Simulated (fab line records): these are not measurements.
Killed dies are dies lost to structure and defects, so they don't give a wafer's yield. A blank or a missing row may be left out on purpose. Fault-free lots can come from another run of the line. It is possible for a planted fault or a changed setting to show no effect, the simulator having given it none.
Chamber matching -- flow n5 finfet -- N5_SD_EPI_P_SD_RECESS_17 on rie si-06: 4 sister chambers
The step chemistry HBr/Cl2/O2, target depth 39.1 nm, bt time 3 s. 7 wafers are shown with their chamber, then 7 later ones without.

## EACH WAFER AND ITS CHAMBER
wafer,chamber,oes_o_777_au (a.u.),oes product au (a.u.)
L512.5,3,0.971,0.993
L515.6,1,1.012,1.010
L517.4,1,1.019,1.013
L518.4,2,1.000,0.982
L518.6,0,1.034,1.033
L520.1,2,1.006,0.992
L520.2,0,1.032,1.032

## WAFERS MISSING THEIR CHAMBER
wafer,oes_o_777_au (a.u.),oes product au (a.u.)
L520.4,1.036,1.027
L522.2,1.008,0.990
L522.6,1.002,1.000
L524.1,1.014,0.994
L524.2,0.992,0.989
L526.4,1.004,0.995
L526.6,0.996,1.027

## EACH ONE'S CHAMBER
wafer,from the rows above,in truth
L520.4,0,0
L522.2,2,2
L522.6,can't be placed: 2 or 1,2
L524.1,can't be placed: 2 or 1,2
L524.2,2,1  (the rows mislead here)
L526.4,2,2
L526.6,1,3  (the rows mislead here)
Correctly placed: 3 of 7. Unplaceable from these rows: 2, with the true chamber sitting among the candidates in 2. Placed wrongly: 2.
How it was worked out, from the rows above alone: a wafer's distance from a chamber is the root of the sum, over the readings, of the square of ((its reading less the chamber's mean) divided by the reading's scatter). The wafer belongs to the nearest chamber; if the next one is less than 2 further off, it can't be placed. For every chamber, the mean is computed from those of its wafers that are shown. The scatter: take each reading less its chamber's mean, square it, sum over the shown wafers, divide by the number of wafers less the number of chambers, and take the root.
